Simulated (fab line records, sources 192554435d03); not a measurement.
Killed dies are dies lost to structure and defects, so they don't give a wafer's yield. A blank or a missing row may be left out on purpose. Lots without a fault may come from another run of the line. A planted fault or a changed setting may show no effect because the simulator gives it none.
fab line records | flow n5_finfet
record lots=7 wafers=39
route steps=1938 shown DUMMY_GATE@237 SD_EPI_N@288 SD_EPI_P@323 SD_ACTIVATION@330 HKMG_FIN@434
start_h: hours from the record's first day to the start of the lot's first wafer shown | wait_h: hours since the lot's step before | " the same as in the row above | L1.1+2: a row that stands for several wafers | - no value, or no start given | * or withheld: withheld | < > ~ a bound
route shown NAME@n: a module of which the file shows steps, and the number in the route of the first | usual: mean/standard deviation of fault-free wafers | same: alike in all rows | chamber/n: place in a boat | sites: the reading at each site | _std_site: their standard deviation | _edge_site: outer sites' mean less inner sites' | radius_mm: how far each site lies from the wafer's centre | mask NAME#n: copy n | behind: the tool/chamber that last shaped the wafer | hold: why the lot was held/for how many hours/how that ended | device: the transistor (n, p or np) that didn't switch | end of line: the same wafers' tests at the end of the route | a step without rows: its recipe alone | killed: dies lost to structure and defects at the first sort, not the wafer's yield | map: a wafer's dies, x killed, . not, _ none there
set.NAME: the setting as run; set.NAME@STEP: as run at that earlier step | model.NAME: the simulator's own value behind a step, which no gauge read
lots whose settings were changed on purpose; a table a step, a row a wafer
## steps
# step N5_DUMMY_GATE_ETCH_37
# recipe chemistry=N2/H2 target=SOC target_depth_a=600 overetch_a=300 temp_c=40 ion_energy_ev=200 pressure_mtorr=30 source_w=840 bias_w=150 n2_flow_sccm=200 h2_flow_sccm=200
# usual rf_vpp_V=524.5/1.8
# columns lot.wafer tool chamber start_h wait_h set.source_w rf_vpp_V
L080.3 rie_diel-02 2 83.17 0.0 840 525.2
L080.5 " 0 " " 840 520.3
L080.6 " 3 " " 840 527.9
L081.1 rie_diel-05 2 87.50 0.0 911.1 512.0
L081.2 " 0 " " 840 527.4
L081.3 " 1 " " 840 523.6
L081.4 " 3 " " 911.1 509.4
L081.5 " 0 " " 911.1 513.5
L081.6 " 3 " " 840 523.3
L084.1 rie_diel-04 0 105.72 0.0 980.8 497.7
L084.2 " 1 " " 840 522.3
L084.3 " 2 " " 840 525.4
L084.4 " 1 " " 980.8 495.0
L084.5 " 0 " " 980.8 498.4
L084.6 " 2 " " 840 525.5
L086.1 rie_diel-05 1 120.68 0.0 840 524.7
L086.2 " 3 " " 738.9 546.0
L086.3 " 2 " " 840 525.7
L086.4 " 0 " " 738.9 549.3
L086.5 " 1 " " 840 524.2
L086.6 " 2 " " 738.9 549.3
L091.1 rie_diel-04 1 149.68 0.0 840 522.3
L091.2 " 2 " " 982.8 498.1
L091.3 " 3 " " 840 526.9
L091.4 " 0 " " 982.8 497.6
L091.5 " 2 " " 840 526.1
L091.6 " 3 " " 982.8 498.6
L094.1 rie_diel-04 0 173.12 0.0 979.9 496.9
L094.2 " 1 " " 840 521.8
L094.3 " 2 " " 840 524.3
L094.4 " 3 " " 840 526.0
L094.5 " 0 " " 979.9 497.6
L094.6 " 3 " " 979.9 497.6
L097.1 rie_diel-05 0 189.16 0.0 840 525.4
L097.2 " 2 " " 840 525.2
L097.3 " 3 " " 752.6 541.7
L097.4 " 1 " " 752.6 542.8
L097.5 " 2 " " 752.6 546.1
L097.6 " 3 " " 840 521.6
# step N5_SD_EPI_N_EPI_21
# recipe material=Si:P dopant=P temp_c=680 pressure_torr=255 time_s=690
# columns lot.wafer tool chamber start_h wait_h set.time_s model.Si-P_of_SD_EPI_N_EPI_21.thk_nm
L080.3 epi_rpcvd-02 0 87.69 0.7 690 59
L080.5 " 0 " " 690 60.4
L080.6 " 0 " " 690 58.8
L081.1 epi_rpcvd-02 0 91.27 0.1 690 59.2
L081.2 " 0 " " 690 58.6
L081.3 " 0 " " 787.7 65
L081.4 " 0 " " 690 59
L081.5 " 0 " " 787.7 64.6
L081.6 " 0 " " 787.7 65.6
L084.1 epi_rpcvd-01 0 109.60 0.1 690 61
L084.2+6 " 0 " " 567.8 52.4
L084.3 " 0 " " 690 60.4
L084.4 " 0 " " 567.8 53.2
L084.5 " 0 " " 690 60.6
L086.1 epi_rpcvd-01 0 126.38 0.1 624.2 55
L086.2 " 0 " " 624.2 55.2
L086.3 " 0 " " 690 59.2
L086.4 " 0 " " 690 59
L086.5 " 0 " " 624.2 55.4
L086.6 " 0 " " 690 59.8
L091.1+4+6 epi_rpcvd-02 0 153.46 0.1 690 59.6
L091.2 " 0 " " 690 58.8
L091.3 " 0 " " 690 59.8
L091.5 " 0 " " 690 60.2
L094.1+6 epi_rpcvd-01 0 176.99 0.1 824.3 66.6
L094.2+4 " 0 " " 690 58.8
L094.3 " 0 " " 824.3 66
L094.5 " 0 " " 690 59.2
L097.1 epi_rpcvd-03 0 194.48 0.2 690 58.6
L097.2 " 0 " " 787 63.6
L097.3 " 0 " " 787 63.2
L097.4 " 0 " " 690 57.8
L097.5 " 0 " " 787 63.8
L097.6 " 0 " " 690 59.2
# step N5_SD_EPI_N_EPI_MEAS_23
# recipe mode=xrd
# usual thk_nm=59.1/1.1
# columns lot.wafer tool chamber start_h wait_h set.time_s@SD_EPI_N_EPI_21 thk_nm
L080.3 film_metro-01 - 88.85 0.9 690 58.9
L080.5 " - " " 690 58.7
L080.6 " - " " 690 58.4
L081.1 film_metro-02 - 92.99 1.4 690 60.4
L081.2 " - " " 690 58.6
L081.3 " - " " 787.7 65.7
L081.4 " - " " 690 58.8
L081.5 " - " " 787.7 64.6
L081.6 " - " " 787.7 67.2
L084.1 film_metro-02 - 111.32 1.4 690 60.2
L084.2 " - " " 567.8 50.9
L084.3 " - " " 690 58.6
L084.4 " - " " 567.8 52.7
L084.5 " - " " 690 60.8
L084.6 " - " " 567.8 52.4
L086.1 film_metro-02 - 128.10 1.5 624.2 56.1
L086.2 " - " " 624.2 53.1
L086.3 " - " " 690 59.9
L086.4 " - " " 690 59.3
L086.5 " - " " 624.2 55.7
L086.6 " - " " 690 59.5
L091.1 film_metro-01 - 155.18 1.4 690 60.3
L091.2 " - " " 690 59.3
L091.3 " - " " 690 58.8
L091.4 " - " " 690 58.5
L091.5 " - " " 690 60.1
L091.6 " - " " 690 59.2
L094.1 film_metro-01 - 178.70 1.4 824.3 66.3
L094.2 " - " " 690 57.0
L094.3 " - " " 824.3 63.9
L094.4 " - " " 690 58.8
L094.5 " - " " 690 59.7
L094.6 " - " " 824.3 66.0
L097.1 film_metro-01 - 196.75 1.9 690 56.3
L097.2 " - " " 787 63.0
L097.3 " - " " 787 65.6
L097.4 " - " " 690 57.8
L097.5 " - " " 787 64.2
L097.6 " - " " 690 58.3
# step N5_SD_EPI_N_PRECLEAN_24
# recipe chemistry=O3/DIW time_s=60 temp_c=22 o3_ppm=10
# step N5_SD_EPI_N_SRD_25
# recipe time_s=30 temp_c=23 rinse_liquid=diw dry=ipa_marangoni
# step N5_SD_EPI_P_HM_STRIP_48
# recipe chemistry=H3PO4 temp_c=160 material=SiNx target=SiNx target_depth_a=30 overetch_fraction=0.3
# step N5_SD_EPI_P_SRD_49
# recipe dry=ipa_marangoni time_s=30 temp_c=23 rinse_liquid=diw
# step N5_SD_EPI_P_PRECLEAN_24
# recipe chemistry=O3/DIW time_s=45 temp_c=22 o3_ppm=10
# columns lot.wafer tool chamber start_h wait_h set.time_s@SD_EPI_N_EPI_21 model.Si-P_of_SD_EPI_N_EPI_21.thk_nm
L080.3 wet_bench-04 5 93.70 0.0 690 58.2
L080.5 " 0 " " 690 59.4
L080.6 " 4 " " 690 58
L081.1 wet_bench-04 6 98.17 0.0 690 58.4
L081.2 " 3 " " 690 57.8
L081.3 " 2 " " 787.7 64.2
L081.4 " 4 " " 690 58.2
L081.5 " 7 " " 787.7 63.6
L081.6 " 5 " " 787.7 64.8
L084.1 wet_bench-04 7 115.89 0.0 690 60
L084.2+6 " 2,6 " " 567.8 51.6
L084.3 " 3 " " 690 59.4
L084.4 " 0 " " 567.8 52.4
L084.5 " 1 " " 690 59.6
L086.1+2 wet_bench-03 4,3 134.92 0.0 624.2 54.4
L086.3 " 2 " " 690 58.4
L086.4 " 5 " " 690 58.2
L086.5 " 7 " " 624.2 54.6
L086.6 " 6 " " 690 59
L091.1+4+6 wet_bench-06 1,5,4 159.91 0.0 690 58.8
L091.2 " 6 " " 690 58
L091.3 " 7 " " 690 59
L091.5 " 0 " " 690 59.4
L094.1+6 wet_bench-06 3,6 183.49 0.0 824.3 65.8
L094.2+4 " 1,7 " " 690 58
L094.3 " 0 " " 824.3 65.2
L094.5 " 2 " " 690 58.4
L097.1 wet_bench-04 6 201.75 0.0 690 57.8
L097.2 " 5 " " 787 62.6
L097.3 " 4 " " 787 62.4
L097.4 " 7 " " 690 57
L097.5 " 1 " " 787 62.8
L097.6 " 0 " " 690 58.2
# step N5_SD_EPI_P_PRECLEAN_32
# recipe chemistry=dHF time_s=10 dilution=500:1 temp_c=25
# step N5_SD_EPI_P_PRECLEAN_33
# recipe chemistry=SC2 time_s=45 temp_c=35 mix=1:1:50
# step N5_SD_ACTIVATION_RTA_00
# recipe temp_c=975 time_s=0 ambient=N2 idle_temp_c=600 ramp_up_c_per_s=150 ramp_down_c_per_s=60 cool_to_c=600
# step N5_SD_ACTIVATION_LSA_01
# recipe temp_c=1080 time_s=0.0008 ambient=N2
# step N5_SD_ACTIVATION_RS_MEAS_03
# recipe thk_meas_gauge=four-point-probe
# usual RS_SD_N=21.80/0.28 RS_SD_P=55.9/0.94
# columns lot.wafer tool chamber start_h wait_h set.time_s@SD_EPI_N_EPI_21 RS_SD_N[ohm/sq] RS_SD_P[ohm/sq]
L080.3 film_metro-02 - 94.24 0.2 690 22.13 54.8
L080.5 " - " " 690 21.52 55.9
L080.6 " - " " 690 22.06 55.4
L081.1 film_metro-01 - 98.68 0.2 690 21.68 56.4
L081.2 " - " " 690 21.92 55.1
L081.3 " - " " 787.7 19.71 54.9
L081.4 " - " " 690 21.77 54.9
L081.5 " - " " 787.7 20.07 55.8
L081.6 " - " " 787.7 19.58 55.1
L084.1 film_metro-01 - 116.68 0.2 690 20.94 54.7
L084.2 " - " " 567.8 24.63 54.9
L084.3 " - " " 690 21.27 55.4
L084.4 " - " " 567.8 24.26 55.7
L084.5 " - " " 690 21.15 54.1
L084.6 " - " " 567.8 24.57 54.6
L086.1 film_metro-01 - 137.20 0.2 624.2 23.40 54.8
L086.2 " - " " 624.2 23.25 54.9
L086.3 " - " " 690 21.85 54.7
L086.4 " - " " 690 21.64 55.4
L086.5 " - " " 624.2 23.34 54.7
L086.6 " - " " 690 21.47 54.1
L091.1 film_metro-01 - 160.49 0.2 690 21.62 56.8
L091.2 " - " " 690 21.77 55.7
L091.3 " - " " 690 21.56 54.4
L091.4 " - " " 690 21.78 55.7
L091.5 " - " " 690 21.17 55.6
L091.6 " - " " 690 21.48 55.0
L094.1 film_metro-02 - 184.15 0.2 824.3 19.56 55.5
L094.2 " - " " 690 22.10 56.0
L094.3 " - " " 824.3 19.72 55.3
L094.4 " - " " 690 21.99 56.1
L094.5 " - " " 690 22.19 55.3
L094.6 " - " " 824.3 19.43 55.7
L097.1 film_metro-02 - 202.39 0.2 690 21.79 56.4
L097.2 " - " " 787 20.19 57.4
L097.3 " - " " 787 20.26 55.9
L097.4 " - " " 690 22.14 56.0
L097.5 " - " " 787 20.20 57.2
L097.6 " - " " 690 21.38 55.6
# step N5_HKMG_FIN_ETCH_31
# recipe chemistry=CF4 target=SiARC target_depth_a=455 mask_material=CAR-ArF time_s=75.8 ion_energy_ev=80 pressure_mtorr=40 source_w=545 bias_w=36 Ar_flow_sccm=100 cf4_flow_sccm=100 ends=cleared
# usual rf_vpp_V=184.5/1.2
# columns lot.wafer tool chamber start_h wait_h set.bias_w rf_vpp_V
L080.3 rie_diel-06 1 112.92 0.0 36 185.1
L080.5 " 0 " " 36 183.9
L080.6 " 1 " " 36 185.2
L081.1 rie_diel-03 0 115.81 0.0 36 184.3
L081.2 " 3 " " 36 183.0
L081.3 " 1 " " 36 186.0
L081.4 " 2 " " 36 185.3
L081.5 " 0 " " 36 184.9
L081.6 " 3 " " 36 183.5
L084.1 rie_diel-06 0 136.03 0.0 37.98 191.0
L084.2 " 1 " " 37.98 190.8
L084.3 " 3 " " 36 182.8
L084.4 " 2 " " 37.98 190.1
L084.5 " 2 " " 36 184.4
L084.6 " 3 " " 36 183.3
L086.1 rie_diel-06 0 154.01 0.0 36 183.9
L086.2 " 2 " " 36 184.5
L086.3 " 1 " " 40.13 197.5
L086.4 " 0 " " 40.13 198.4
L086.5 " 2 " " 40.13 197.0
L086.6 " 1 " " 36 185.0
L091.1 rie_diel-03 2 177.68 0.0 39.66 197.4
L091.2 " 1 " " 39.66 195.5
L091.3 " 3 " " 36 183.5
L091.4 " 0 " " 39.66 196.5
L091.5 " 1 " " 36 184.9
L091.6 " 0 " " 36 185.1
L094.1 rie_diel-06 0 202.28 0.0 42.13 204.7
L094.2 " 3 " " 36 186.2
L094.3 " 1 " " 42.13 204.9
L094.4 " 3 " " 36 185.1
L094.5 " 1 " " 42.13 205.6
L094.6 " 0 " " 36 185.0
L097.1 rie_diel-06 1 218.92 0.0 31.47 171.0
L097.2 " 3 " " 31.47 167.7
L097.3 " 2 " " 36 183.9
L097.4 " 0 " " 31.47 169.7
L097.5 " 3 " " 36 185.6
L097.6 " 0 " " 36 184.6
## key
split step=N5_DUMMY_GATE_ETCH_37 setting=source_w stated=840 by=wafer
response step=N5_DUMMY_GATE_ETCH_37 reading=rf_vpp_V change=-1.67 per=1% r=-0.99
split step=N5_SD_EPI_N_EPI_21 setting=time_s stated=690 by=wafer
response step=N5_SD_EPI_N_EPI_21 reading=model.Si-P_of_SD_EPI_N_EPI_21.thk_nm change=+0.409 per=1% r=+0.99
response step=N5_SD_EPI_N_EPI_MEAS_23 reading=thk_nm change=* per=1% r=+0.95
response step=N5_SD_EPI_P_PRECLEAN_24 reading=model.Si-P_of_SD_EPI_N_EPI_21.thk_nm change=+0.404 per=1% r=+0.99
response step=N5_SD_ACTIVATION_RS_MEAS_03 reading=RS_SD_N change=-0.148 per=1% r=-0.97
split step=N5_HKMG_FIN_ETCH_31 setting=bias_w stated=36 by=wafer
response step=N5_HKMG_FIN_ETCH_31 reading=rf_vpp_V change=+1.17 per=1% r=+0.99
